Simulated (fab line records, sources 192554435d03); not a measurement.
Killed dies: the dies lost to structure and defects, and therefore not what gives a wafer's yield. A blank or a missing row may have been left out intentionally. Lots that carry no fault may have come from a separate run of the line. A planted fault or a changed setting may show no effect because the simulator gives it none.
fab line records -- flow n5-finfet
record: lots: 7, wafers: 21
route steps=1938 shown BEOL_M13@1694 BEOL_M14@1751 BEOL_M15@1801 PAD_METAL@1896 PASSIVATION@1929
start-h: start of the lot's first displayed wafer, in hours after the record's first day -- wait-h: hours elapsed since this lot's preceding step -- " the same as in the row above -- L1.1+2: a single row standing in for several wafers -- - no value present, or no start provided -- * or withheld: withheld -- < > ~ a bound
route shown NAME@n: NAME is a module with steps in the file, n the number in the route of the first one -- usual: mean/standard deviation of fault-free wafers -- same: alike in all rows -- chamber/n: place in a boat -- sites: readings site by site -- _std_site: how widely they spread, as a standard deviation -- _edge_site: mean of outer sites minus mean of inner sites -- radius-mm: how far each site lies from the wafer's centre -- mask NAME#n: copy n -- behind: the most recent tool/chamber to have shaped the wafer -- hold: the reason the lot was held/the length of the hold in hours/how it ended -- device: transistor that didn't switch, given as n, p or np -- end of line: the same wafers' tests at the end of the route -- where a step has no rows: the recipe by itself -- killed: the dies lost at the first sort to structure and to defects; this is not the yield of the wafer -- map: dies across one wafer; x = killed, . = not, _ = none there
set.NAME: the setting the step ran with; set.NAME@STEP: the setting that earlier step ran with -- model.NAME: the simulator's own value behind a step, which no gauge read
lots whose settings were changed on purpose; a table a step, a row a wafer
== steps ==
step: N5_BEOL_M13_ETCH_68
recipe: chemistry: N2/H2, target: SOC, mask-material: SiARC, source-w: 3000, bias-w: 350, temp-c: 40, time-s: 355, ion-energy-ev: 200, pressure-mtorr: 30, n2-flow-sccm: 200, h2-flow-sccm: 200
lot.wafer,tool,chamber,start-h,wait-h,set.time-s,model.SiARC_of_BEOL_M13_COAT_66.thk-nm
L080.2,rie-diel-02,1,278.13,0.1,408.5,72.4
L080.3,rie-diel-02,2,278.13,0.1,408.5,72.2
L080.6,rie-diel-02,3,278.13,0.1,355,78.2
L084.1+4,rie-diel-01,"0,3",295.04,0.1,355,77.6
L084.2,rie-diel-01,2,295.04,0.1,355,77
L083.4,rie-diel-01,2,299.21,0.1,355,77.4
L083.5,rie-diel-01,2,299.21,0.1,377.2,74.8
L083.6,rie-diel-01,3,299.21,0.1,355,77.8
L085.1,rie-diel-06,0,310.51,0.1,289.1,82.8
L085.3,rie-diel-06,1,310.51,0.1,355,77.8
L085.4,rie-diel-06,2,310.51,0.1,289.1,83.2
L086.1,rie-diel-06,1,329.91,0.1,355,78.2
L086.2,rie-diel-06,0,329.91,0.1,386.7,74.2
L086.5,rie-diel-06,0,329.91,0.1,355,76.8
L088.3,rie-diel-02,1,341.00,0.1,355,77.8
L088.4,rie-diel-02,0,341.00,0.1,355,76.8
L088.6,rie-diel-02,2,341.00,0.1,308.4,81.4
L092.2+5,rie-diel-06,2,348.36,0.4,286.2,83.8
L092.3,rie-diel-06,2,348.36,0.4,355,78
step: N5_BEOL_M13_SPUTTER_44
recipe: material: Ta, target-thk-a: 100, temp-c: 50, bias-v: 80, power-w: 15000, chamber-pressure-pa: 0.07, time-s: 16.13
lot.wafer,tool,chamber,start-h,wait-h,set.power-w,model.Ta_of_BEOL_M13_SPUTTER_44.thk-nm
L080.2,pvd-sputter-02,-,281.51,0.0,15000,9.8
L080.3+6,pvd-sputter-02,-,281.51,0.0,14170,9.4
L084.1+4,pvd-sputter-01,-,296.82,0.0,15000,10
L084.2,pvd-sputter-01,-,296.82,0.0,15000,10.2
L083.4,pvd-sputter-02,-,300.20,0.0,14120,9.4
L083.5,pvd-sputter-02,-,300.20,0.0,14120,9.2
L083.6,pvd-sputter-02,-,300.20,0.0,15000,9.8
L085.1,pvd-sputter-02,-,313.25,0.0,15000,9.8
L085.3,pvd-sputter-02,-,313.25,0.0,15000,10
L085.4,pvd-sputter-02,-,313.25,0.0,15000,10.2
L086.1,pvd-sputter-01,-,336.26,0.0,17660,11.4
L086.2,pvd-sputter-01,-,336.26,0.0,15000,10
L086.5,pvd-sputter-01,-,336.26,0.0,17660,11.8
L088.3+6,pvd-sputter-02,-,344.55,0.0,15000,10
L088.4,pvd-sputter-02,-,344.55,0.0,17170,11.4
L092.2,pvd-sputter-02,-,353.50,0.0,15960,10.8
L092.3,pvd-sputter-02,-,353.50,0.0,15000,10
L092.5,pvd-sputter-02,-,353.50,0.0,15960,10.6
step: N5_BEOL_M14_ETCH_68
recipe: chemistry: N2/H2, target: SOC, mask-material: SiARC, source-w: 3000, bias-w: 350, temp-c: 40, time-s: 450, ion-energy-ev: 200, pressure-mtorr: 30, n2-flow-sccm: 200, h2-flow-sccm: 200
lot.wafer,tool,chamber,start-h,wait-h,set.time-s,model.SiARC_of_BEOL_M14_COAT_66.thk-nm
L080.2,rie-diel-04,1,284.62,0.1,484.3,62
L080.3,rie-diel-04,0,284.62,0.1,450,66
L080.6,rie-diel-04,0,284.62,0.1,450,66.4
L084.1,rie-diel-05,0,299.66,0.1,450,64.4
L084.2,rie-diel-05,2,299.66,0.1,450,65
L084.4,rie-diel-05,1,299.66,0.1,450,66
L083.4,rie-diel-03,3,303.11,0.1,549.1,54.2
L083.5,rie-diel-03,2,303.11,0.1,450,64.6
L083.6,rie-diel-03,3,303.11,0.1,549.1,53.8
L085.1,rie-diel-05,2,317.45,0.1,520.3,56.4
L085.3,rie-diel-05,0,317.45,0.1,520.3,56
L085.4,rie-diel-05,3,317.45,0.1,520.3,57.8
L086.1,rie-diel-04,3,339.27,0.1,450,66
L086.2,rie-diel-04,2,339.27,0.1,531.3,56.6
L086.5,rie-diel-04,3,339.27,0.1,531.3,58
L088.3,rie-diel-04,3,347.62,0.1,450,66.4
L088.4,rie-diel-04,0,347.62,0.1,405.7,69
L088.6,rie-diel-04,2,347.62,0.1,450,65
L092.2,rie-diel-05,2,356.47,0.1,549.8,53.4
L092.3,rie-diel-05,1,356.47,0.1,549.8,52.4
L092.5,rie-diel-05,1,356.47,0.1,450,63.2
step: N5_BEOL_M14_TRENCH_ETCH_34
recipe: chemistry: C4F8/O2/Ar, target: SiO2, target-depth-a: 5566.5, mask-material: SOC, he-inner-torr: 15, he-outer-torr: 30, time-s: 126.9, ion-energy-ev: 800, pressure-mtorr: 20, source-w: 1905, bias-w: 2040, Ar_flow_sccm: 400, C4F8_flow_sccm: 16, O2_flow_sccm: 12
lot.wafer,tool,chamber,start-h,wait-h,set.time-s,model.etch.depth-nm
L080.2,rie-diel-04,1,284.89,0.0,126.9,569.2
L080.3,rie-diel-04,0,284.89,0.0,118.5,492.1
L080.6,rie-diel-04,0,284.89,0.0,126.9,530.1
L084.1,rie-diel-05,0,299.93,0.0,126.9,579.7
L084.2,rie-diel-05,2,299.93,0.0,126.9,577.3
L084.4,rie-diel-05,1,299.93,0.0,126.9,537.1
L083.4,rie-diel-03,3,303.39,0.0,126.9,566
L083.5,rie-diel-03,2,303.39,0.0,126.9,561
L083.6,rie-diel-03,3,303.39,0.0,126.9,566.7
L085.1,rie-diel-05,2,317.72,0.0,126.9,587.2
L085.3,rie-diel-05,0,317.72,0.0,126.9,577
L085.4,rie-diel-05,3,317.72,0.0,126.9,560.4
L086.1,rie-diel-04,3,339.54,0.0,126.9,538.3
L086.2,rie-diel-04,2,339.54,0.0,126.9,563.9
L086.5,rie-diel-04,3,339.54,0.0,126.9,533.9
L088.3,rie-diel-04,3,347.89,0.0,150.9,641.6
L088.4,rie-diel-04,0,347.89,0.0,150.9,653.8
L088.6,rie-diel-04,2,347.89,0.0,150.9,674.4
L092.2,rie-diel-05,2,356.75,0.0,147.2,670.6
L092.3,rie-diel-05,1,356.75,0.0,126.9,564.1
L092.5,rie-diel-05,1,356.75,0.0,126.9,564.7
step: N5_BEOL_M14_STRIP_70
recipe: chemistry: C4F8/O2/Ar, resist: SiARC, rf-frequency-hz: 6e+07
step: N5_BEOL_M14_OCD_MEAS_35
usual: trench-depth-nm: 560/15
lot.wafer,tool,chamber,start-h,wait-h,set.time-s@BEOL_M14_TRENCH_ETCH_34,trench-depth-nm
L080.2,ocd-02,-,285.05,0.0,126.9,569
L080.3,ocd-02,-,285.05,0.0,118.5,493
L080.6,ocd-02,-,285.05,0.0,126.9,530
L084.1,ocd-02,-,300.09,0.0,126.9,580
L084.2,ocd-02,-,300.09,0.0,126.9,577
L084.4,ocd-02,-,300.09,0.0,126.9,537
L083.4,ocd-01,-,303.55,0.0,126.9,566
L083.5,ocd-01,-,303.55,0.0,126.9,561
L083.6,ocd-01,-,303.55,0.0,126.9,567
L085.1,ocd-01,-,317.88,0.0,126.9,588
L085.3,ocd-01,-,317.88,0.0,126.9,577
L085.4,ocd-01,-,317.88,0.0,126.9,560
L086.1,ocd-02,-,339.70,0.0,126.9,538
L086.2,ocd-02,-,339.70,0.0,126.9,564
L086.5,ocd-02,-,339.70,0.0,126.9,534
L088.3,ocd-02,-,348.05,0.0,150.9,641
L088.4,ocd-02,-,348.05,0.0,150.9,654
L088.6,ocd-02,-,348.05,0.0,150.9,675
L092.2,ocd-02,-,356.90,0.0,147.2,670
L092.3,ocd-02,-,356.90,0.0,126.9,564
L092.5,ocd-02,-,356.90,0.0,126.9,565
step: N5_BEOL_M14_STRIP_37
recipe: chemistry: O2, power-w: 600, temp-c: 60, pressure-mtorr: 30, rf-frequency-hz: 6e+07, bias-power-w: 0, overash-fraction: 0.3, o2-flow-sccm: 225
step: N5_BEOL_M14_ETCH_38
recipe: chemistry: CF4/N2, target: SiCN, target-depth-a: 1065, taper-deg: 2, time-s: 120.6, ion-energy-ev: 150, mask-material: SiO2, pressure-mtorr: 40, source-w: 430, bias-w: 70, Ar_flow_sccm: 100, cf4-flow-sccm: 60, n2-flow-sccm: 60
step: N5_BEOL_M14_ECD_47
recipe: material: Cu, target-thk-a: 12480
step: N5_BEOL_M14_ANNEAL_48
recipe: temp-c: 225, time-s: 90, ambient: N2
step: N5_BEOL_M14_CMP_49
recipe: stop-on: SiO2, t-overpolish-s: 5.2, down-force-psi: 2, platen-rpm: 80, clearing-platen-down-force-psi: 2, clearing-platen-rpm: 80, post-cmp-clean: cu-alkaline, target-thk-nm: 560, clearing-platen-pad-velocity-m-s: 1.5917, pad-velocity-m-s: 1.5917
lot.wafer,tool,chamber,start-h,wait-h,set.time-s@BEOL_M14_TRENCH_ETCH_34,model.Cu_of_BEOL_M14_ECD_47.thk-nm
L080.3,cmp-01,1,287.25,0.5,118.5,498.4
L080.2,cmp-01,3,287.25,0.5,126.9,572
L080.6,cmp-01,1,287.25,0.5,126.9,535
L084.1,cmp-01,2,301.65,0.3,126.9,584.4
L084.4,cmp-01,3,301.65,0.3,126.9,540.8
L084.2,cmp-01,1,301.65,0.3,126.9,583
L083.4,cmp-01,1,305.67,0.2,126.9,570.2
L083.6,cmp-01,3,305.67,0.2,126.9,568.8
L083.5,cmp-01,0,305.67,0.2,126.9,564.8
L085.3,cmp-01,2,324.17,0.2,126.9,580.4
L085.4,cmp-01,3,324.17,0.2,126.9,564.2
L085.1,cmp-01,0,324.17,0.2,126.9,592.6
L086.2,cmp-04,0,341.29,0.2,126.9,567
L086.1,cmp-04,1,341.29,0.2,126.9,543.4
L086.5,cmp-04,0,341.29,0.2,126.9,536.4
L088.3,cmp-04,3,349.36,0.2,150.9,644.6
L088.4,cmp-04,0,349.36,0.2,150.9,656.8
L088.6,cmp-04,0,349.36,0.2,150.9,675.6
L092.3,cmp-04,2,358.18,0.2,126.9,570.6
L092.2,cmp-04,0,358.18,0.2,147.2,674
L092.5,cmp-04,2,358.18,0.2,126.9,569.4
step: N5_BEOL_M15_PEB_26
recipe: peb-temp-c: 130, peb-time-s: 90
lot.wafer,tool,chamber,start-h,wait-h,set.peb-temp-c
L080.2+3+6,litho-track-04,0,289.76,0.0,132
L084.1+2+4,litho-track-05,0,304.21,0.1,130
L083.4+5+6,litho-track-02,0,308.43,0.0,130
L085.1,litho-track-02,0,326.94,0.1,130
L085.3+4,litho-track-02,0,326.94,0.1,133.1
L086.1+2+5,litho-track-05,0,344.21,0.1,130
L088.3,litho-track-02,0,351.99,0.0,127.6
L088.4+6,litho-track-02,0,351.99,0.0,130
L092.2+3+5,litho-track-02,0,360.65,0.0,132.2
step: N5_BEOL_M15_DEVELOP_27
recipe: develop-time-s: 45, rinse-liquid: diw, dry: air-spin, dev-temp-c: 21
step: N5_BEOL_M15_HARDBAKE_32
recipe: temp-c: 130, time-s: 120
step: N5_BEOL_M15_CD_MEAS_28
recipe: target-cd-nm: 407.6, landing-energy-ev: 500, detector: se-inlens
usual: cd-nm: 407.7/1.4
lot.wafer,tool,chamber,start-h,wait-h,set.peb-temp-c@BEOL_M15_PEB_26,cd-nm
L080.2,cd-sem-03,0,289.88,-,132,414.7
L080.3,cd-sem-03,0,289.88,-,132,417.1
L080.6,cd-sem-03,0,289.88,-,132,416.8
L084.1,cd-sem-02,0,304.33,-,130,406.7
L084.2,cd-sem-02,0,304.33,-,130,407.3
L084.4,cd-sem-02,0,304.33,-,130,406.5
L083.4,cd-sem-01,0,308.54,-,130,407.1
L083.5,cd-sem-01,0,308.54,-,130,407.2
L083.6,cd-sem-01,0,308.54,-,130,407.0
L085.1,cd-sem-02,0,327.05,-,130,409.2
L085.3,cd-sem-02,0,327.05,-,133.1,421.1
L085.4,cd-sem-02,0,327.05,-,133.1,422.4
L086.1,cd-sem-01,0,344.33,-,130,406.4
L086.2,cd-sem-01,0,344.33,-,130,407.3
L086.5,cd-sem-01,0,344.33,-,130,407.0
L088.3,cd-sem-02,0,352.11,-,127.6,396.6
L088.4,cd-sem-02,0,352.11,-,130,410.1
L088.6,cd-sem-02,0,352.11,-,130,407.4
L092.2,cd-sem-01,0,360.77,-,132.2,415.6
L092.3,cd-sem-01,0,360.77,-,132.2,416.9
L092.5,cd-sem-01,0,360.77,-,132.2,417.3
step: N5_BEOL_M15_DESCUM_33
recipe: chemistry: O2, time-s: 7.9, source-power-w: 50, bias-power-w: 20, pressure-mtorr: 20, rf-frequency-hz: 2.712e+07, temp-c: 40, o2-flow-sccm: 225
lot.wafer,tool,chamber,start-h,wait-h,set.peb-temp-c@BEOL_M15_PEB_26,model.BEOL_M15.cd-nm
L080.2,rie-diel-06,2,289.96,0.0,132,414.8
L080.3,rie-diel-06,0,289.96,0.0,132,417.4
L080.6,rie-diel-06,0,289.96,0.0,132,417
L084.1,rie-diel-06,0,304.42,0.0,130,406.4
L084.2,rie-diel-06,3,304.42,0.0,130,407
L084.4,rie-diel-06,2,304.42,0.0,130,406.2
L083.4+5,rie-diel-02,0,308.63,0.0,130,407
L083.6,rie-diel-02,1,308.63,0.0,130,406.6
L085.1,rie-diel-06,1,327.14,0.0,130,409.6
L085.3,rie-diel-06,3,327.14,0.0,133.1,421
L085.4,rie-diel-06,2,327.14,0.0,133.1,422.4
L086.1,rie-diel-02,3,344.71,0.3,130,406.2
L086.2,rie-diel-02,0,344.71,0.3,130,407.2
L086.5,rie-diel-02,2,344.71,0.3,130,407.6
L088.3,rie-diel-06,0,352.19,0.0,127.6,396.2
L088.4,rie-diel-06,0,352.19,0.0,130,409.8
L088.6,rie-diel-06,3,352.19,0.0,130,407.4
L092.2,rie-diel-02,0,360.86,0.0,132.2,415.8
L092.3,rie-diel-02,1,360.86,0.0,132.2,416.8
L092.5,rie-diel-02,1,360.86,0.0,132.2,417.6
step: N5_BEOL_M15_ETCH_61
recipe: chemistry: N2/H2, target: BARC, target-depth-a: 890, overetch-a: 267, time-s: 67.9, ion-energy-ev: 200, pressure-mtorr: 30, source-w: 840, bias-w: 150, n2-flow-sccm: 200, h2-flow-sccm: 200
lot.wafer,tool,chamber,start-h,wait-h,set.peb-temp-c@BEOL_M15_PEB_26,model.BEOL_M15.cd-nm
L080.2,rie-diel-06,2,290.00,0.0,132,407.2
L080.3+6,rie-diel-06,0,290.00,0.0,132,410.4
L084.1,rie-diel-06,0,304.45,0.0,130,399
L084.2,rie-diel-06,3,304.45,0.0,130,399.6
L084.4,rie-diel-06,2,304.45,0.0,130,398.4
L083.4,rie-diel-02,0,308.66,0.0,130,400
L083.5,rie-diel-02,0,308.66,0.0,130,400.2
L083.6,rie-diel-02,1,308.66,0.0,130,399.6
L085.1,rie-diel-06,1,327.18,0.0,130,402.8
L085.3,rie-diel-06,3,327.18,0.0,133.1,414
L085.4,rie-diel-06,2,327.18,0.0,133.1,414.6
L086.1,rie-diel-02,3,344.74,0.0,130,397.8
L086.2,rie-diel-02,0,344.74,0.0,130,399.4
L086.5,rie-diel-02,2,344.74,0.0,130,399
L088.3,rie-diel-06,0,352.23,0.0,127.6,388.8
L088.4,rie-diel-06,0,352.23,0.0,130,402.2
L088.6,rie-diel-06,3,352.23,0.0,130,399.2
L092.2,rie-diel-02,0,360.89,0.0,132.2,408.4
L092.3,rie-diel-02,1,360.89,0.0,132.2,409.8
L092.5,rie-diel-02,1,360.89,0.0,132.2,410.6
step: N5_BEOL_M15_TRENCH_ETCH_34
recipe: chemistry: C4F8/O2/Ar, target: SiO2, target-depth-a: 8729.3, he-inner-torr: 15, he-outer-torr: 30, time-s: 199, ion-energy-ev: 800, pressure-mtorr: 20, source-w: 1905, bias-w: 2040, Ar_flow_sccm: 400, C4F8_flow_sccm: 16, O2_flow_sccm: 12
lot.wafer,tool,chamber,start-h,wait-h,set.peb-temp-c@BEOL_M15_PEB_26,model.BEOL_M15.cd-nm
L080.2,rie-diel-06,2,290.05,0.0,132,406.4
L080.3,rie-diel-06,0,290.05,0.0,132,410.8
L080.6,rie-diel-06,0,290.05,0.0,132,411
L084.1,rie-diel-06,0,304.50,0.0,130,400
L084.2,rie-diel-06,3,304.50,0.0,130,400.2
L084.4,rie-diel-06,2,304.50,0.0,130,398.2
L083.4,rie-diel-02,0,308.71,0.0,130,400.4
L083.5,rie-diel-02,0,308.71,0.0,130,400.8
L083.6,rie-diel-02,1,308.71,0.0,130,399.4
L085.1,rie-diel-06,1,327.23,0.0,130,402.6
L085.3,rie-diel-06,3,327.23,0.0,133.1,414.6
L085.4,rie-diel-06,2,327.23,0.0,133.1,414.8
L086.1,rie-diel-02,3,344.80,0.0,130,397.8
L086.2,rie-diel-02,0,344.80,0.0,130,399.6
L086.5,rie-diel-02,2,344.80,0.0,130,398.8
L088.3,rie-diel-06,0,352.28,0.0,127.6,390
L088.4,rie-diel-06,0,352.28,0.0,130,403.4
L088.6,rie-diel-06,3,352.28,0.0,130,399.4
L092.2,rie-diel-02,0,360.94,0.0,132.2,409
L092.3,rie-diel-02,1,360.94,0.0,132.2,410
L092.5,rie-diel-02,1,360.94,0.0,132.2,410.6
step: N5_PASSIVATION_AL_DEP_21
recipe: material: Al, target-thk-a: 28000, temp-c: 400, time-s: 170, power-w: 30000, chamber-pressure-pa: 0.4, gas: Ar
lot.wafer,tool,chamber,start-h,wait-h,set.time-s,model.Al_of_PASSIVATION_AL_DEP_21.thk-nm
L080.2,pvd-sputter-02,-,303.33,0.1,160.2,2580
L080.3,pvd-sputter-02,-,303.33,0.1,160.2,2585
L080.6,pvd-sputter-02,-,303.33,0.1,170,2735
L084.1,pvd-sputter-03,-,323.49,0.1,170,2798
L084.2,pvd-sputter-03,-,323.49,0.1,170,2801
L084.4,pvd-sputter-03,-,323.49,0.1,170,2797
L083.4,pvd-sputter-02,-,325.54,0.1,170,2800
L083.5,pvd-sputter-02,-,325.54,0.1,170,2806
L083.6,pvd-sputter-02,-,325.54,0.1,170,2807
L085.1,pvd-sputter-03,-,337.89,0.1,170,2832
L085.3,pvd-sputter-03,-,337.89,0.1,170,2834
L085.4,pvd-sputter-03,-,337.89,0.1,170,2841
L086.1,pvd-sputter-01,-,356.77,0.1,170,2800
L086.2,pvd-sputter-01,-,356.77,0.1,170,2795
L086.5,pvd-sputter-01,-,356.77,0.1,170,2825
L088.3,pvd-sputter-01,-,363.86,0.1,170,2775
L088.4,pvd-sputter-01,-,363.86,0.1,170,2843
L088.6,pvd-sputter-01,-,363.86,0.1,163,2668
L092.2,pvd-sputter-03,-,373.33,0.1,170,2871
L092.3,pvd-sputter-03,-,373.33,0.1,170,2862
L092.5,pvd-sputter-03,-,373.33,0.1,170,2848
step: N5_PASSIVATION_PASS_ETCH_47
recipe: chemistry: CF4/O2, target: SiNx, target-depth-a: 7700, time-s: 385, ion-energy-ev: 100, pressure-mtorr: 40, source-w: 535, bias-w: 49, Ar_flow_sccm: 100, cf4-flow-sccm: 100, O2_flow_sccm: 10
usual: rf-vpp-V: 239/3.8
lot.wafer,tool,chamber,start-h,wait-h,set.source-w,rf-vpp-V,model.etch.depth-nm
L080.2,rie-diel-04,2,306.01,0.0,535,236,783.5
L080.3,rie-diel-04,3,306.01,0.0,471.2,264,674.5
L080.6,rie-diel-04,1,306.01,0.0,471.2,256,694.8
L084.1,rie-diel-05,0,326.11,0.0,535,237,797
L084.2,rie-diel-05,1,326.11,0.0,535,235,751
L084.4,rie-diel-05,3,326.11,0.0,535,232,767.7
L083.4,rie-diel-05,3,328.68,0.1,622.8,215,862.4
L083.5,rie-diel-05,0,328.68,0.1,622.8,218,886.3
L083.6,rie-diel-05,2,328.68,0.1,535,242,794.7
L085.1,rie-diel-05,3,340.47,0.0,535,233,756.6
L085.3,rie-diel-05,2,340.47,0.0,535,239,800.5
L085.4,rie-diel-05,0,340.47,0.0,474.9,252,712.3
L086.1,rie-diel-04,2,359.11,0.0,535,237,791.3
L086.2,rie-diel-04,3,359.11,0.0,592.2,235,829.9
L086.5,rie-diel-04,2,359.11,0.0,535,237,791.4
L088.3,rie-diel-04,1,366.32,0.0,483.6,253,720.6
L088.4,rie-diel-04,2,366.32,0.0,535,236,785.4
L088.6,rie-diel-04,0,366.32,0.0,535,244,764.8
L092.2,rie-diel-03,1,375.84,0.0,535,238,793.3
L092.3,rie-diel-03,3,375.84,0.0,535,242,767.5
L092.5,rie-diel-03,1,375.84,0.0,594.3,225,875.2
== key ==
split: step: N5_BEOL_M13_ETCH_68, setting: time-s, stated: 355, by: wafer
response: step: N5_BEOL_M13_ETCH_68, reading: model.SiARC_of_BEOL_M13_COAT_66.thk-nm, change: -0.322, per: 1%, r: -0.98
split: step: N5_BEOL_M13_SPUTTER_44, setting: power-w, stated: 15000, by: wafer
response: step: N5_BEOL_M13_SPUTTER_44, reading: model.Ta_of_BEOL_M13_SPUTTER_44.thk-nm, change: +0.0925, per: 1%, r: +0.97
split: step: N5_BEOL_M14_ETCH_68, setting: time-s, stated: 450, by: wafer
response: step: N5_BEOL_M14_ETCH_68, reading: model.SiARC_of_BEOL_M14_COAT_66.thk-nm, change: -0.469, per: 1%, r: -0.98
split: step: N5_BEOL_M14_TRENCH_ETCH_34, setting: time-s, stated: 126.9, by: wafer
response: step: N5_BEOL_M14_TRENCH_ETCH_34, reading: model.etch.depth-nm, change: +6.94, per: 1%, r: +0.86
response: step: N5_BEOL_M14_OCD_MEAS_35, reading: trench-depth-nm, change: +6.92, per: 1%, r: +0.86
response: step: N5_BEOL_M14_CMP_49, reading: model.Cu_of_BEOL_M14_ECD_47.thk-nm, change: +6.77, per: 1%, r: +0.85
split: step: N5_BEOL_M15_PEB_26, setting: peb-temp-c, stated: 130, by: wafer
response: step: N5_BEOL_M15_CD_MEAS_28, reading: cd-nm, change: +5.77, per: 1%, r: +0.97
response: step: N5_BEOL_M15_DESCUM_33, reading: model.BEOL_M15.cd-nm, change: +5.69, per: 1%, r: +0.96
response: step: N5_BEOL_M15_ETCH_61, reading: model.BEOL_M15.cd-nm, change: +5.43, per: 1%, r: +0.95
response: step: N5_BEOL_M15_TRENCH_ETCH_34, reading: model.BEOL_M15.cd-nm, change: +5.49, per: 1%, r: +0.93
split: step: N5_PASSIVATION_AL_DEP_21, setting: time-s, stated: 170, by: wafer
response: step: N5_PASSIVATION_AL_DEP_21, reading: model.Al_of_PASSIVATION_AL_DEP_21.thk-nm, change: +29.1, per: 1%, r: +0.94
split: step: N5_PASSIVATION_PASS_ETCH_47, setting: source-w, stated: 535, by: wafer
response: step: N5_PASSIVATION_PASS_ETCH_47, reading: rf-vpp-V, change: -1.39, per: 1%, r: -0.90
response: step: N5_PASSIVATION_PASS_ETCH_47, reading: model.etch.depth-nm, change: +6.01, per: 1%, r: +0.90
